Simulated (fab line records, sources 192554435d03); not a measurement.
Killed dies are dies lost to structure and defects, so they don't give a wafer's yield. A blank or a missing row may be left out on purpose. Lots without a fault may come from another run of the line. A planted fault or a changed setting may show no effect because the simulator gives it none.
Chamber matching | flow n5_finfet | N5_BEOL_M9_DESCUM_33 on rie_diel-04: 4 sister chambers
The step chemistry O2, time 7 s. 18 wafers are shown with their chamber, then 9 later ones without.

WAFERS WITH THEIR CHAMBER
wafer  | chamber | drypump_motor_current_A (A) | showerhead_plenum_p_Torr (Torr) | oes_product_au (a.u.)
L074.1 | 2       | 5.5                         | 2.18                            | 0.75
L074.2 | 1       | 6.6                         | 2.00                            | 0.76
L074.3 | 0       | 6.1                         | 2.08                            | 0.71
L074.4 | 0       | 6.1                         | 2.08                            | 0.72
L074.5 | 1       | 6.6                         | 2.00                            | 0.76
L074.6 | 2       | 5.5                         | 2.18                            | 0.76
L078.1 | 3       | 5.6                         | 2.23                            | 0.97
L078.4 | 1       | 6.6                         | 2.00                            | 0.74
L078.5 | 1       | 6.6                         | 2.00                            | 0.75
L077.1 | 2       | 5.5                         | 2.17                            | 0.75
L077.5 | 2       | 5.5                         | 2.17                            | 0.75
L077.6 | 3       | 5.7                         | 2.23                            | 0.96
L081.1 | 2       | 5.5                         | 2.17                            | 0.73
L081.2 | 3       | 5.6                         | 2.23                            | 0.94
L081.5 | 3       | 5.6                         | 2.23                            | 0.94
L084.1 | 3       | 5.6                         | 2.22                            | 0.93
L084.2 | 2       | 5.5                         | 2.17                            | 0.73
L084.3 | 1       | 6.6                         | 1.99                            | 0.74

SIGNATURES (means of the wafers above)
reading                  | chamber 0 | chamber 1 | chamber 2 | chamber 3 | scatter within a chamber
drypump_motor_current_A  | 6.100     | 6.600     | 5.500     | 5.620     | 0.0239
showerhead_plenum_p_Torr | 2.0800    | 1.9980    | 2.1733    | 2.2280    | 0.00458
oes_product_au           | 0.7150    | 0.7500    | 0.7450    | 0.9480    | 0.0128
Rule: a wafer's distance from a chamber is the root of the sum, over the readings, of the square of ((its reading less the chamber's mean) divided by the reading's scatter). The wafer belongs to the nearest chamber; if the next one is less than 2 further off, it can't be placed. The scatter: the root of (the sum of the squares of (reading less its chamber's mean) over the shown wafers, divided by (wafers less chambers)).

WAFERS WITHOUT THEIR CHAMBER
wafer  | drypump_motor_current_A (A) | showerhead_plenum_p_Torr (Torr) | oes_product_au (a.u.)
L084.4 | 6.1                         | 2.07                            | 0.69
L084.5 | 5.5                         | 2.17                            | 0.73
L084.6 | 5.7                         | 2.23                            | 0.93
L082.2 | 6.1                         | 2.07                            | 0.69
L082.4 | 6.6                         | 1.99                            | 0.74
L082.5 | 6.6                         | 1.99                            | 0.74
L085.2 | 6.1                         | 2.07                            | 0.70
L085.5 | 6.6                         | 1.99                            | 0.73
L085.6 | 5.5                         | 2.17                            | 0.73

WHICH CHAMBER EACH WENT THROUGH
wafer  | from the rows above | in truth
L084.4 | 0                   | 0
L084.5 | 2                   | 2
L084.6 | 3                   | 3
L082.2 | 0                   | 0
L082.4 | 1                   | 1
L082.5 | 1                   | 1
L085.2 | 0                   | 0
L085.5 | 1                   | 1
L085.6 | 2                   | 2
Placed correctly: 9 of 9. Can't be placed from these rows: 0. Placed wrongly: 0.
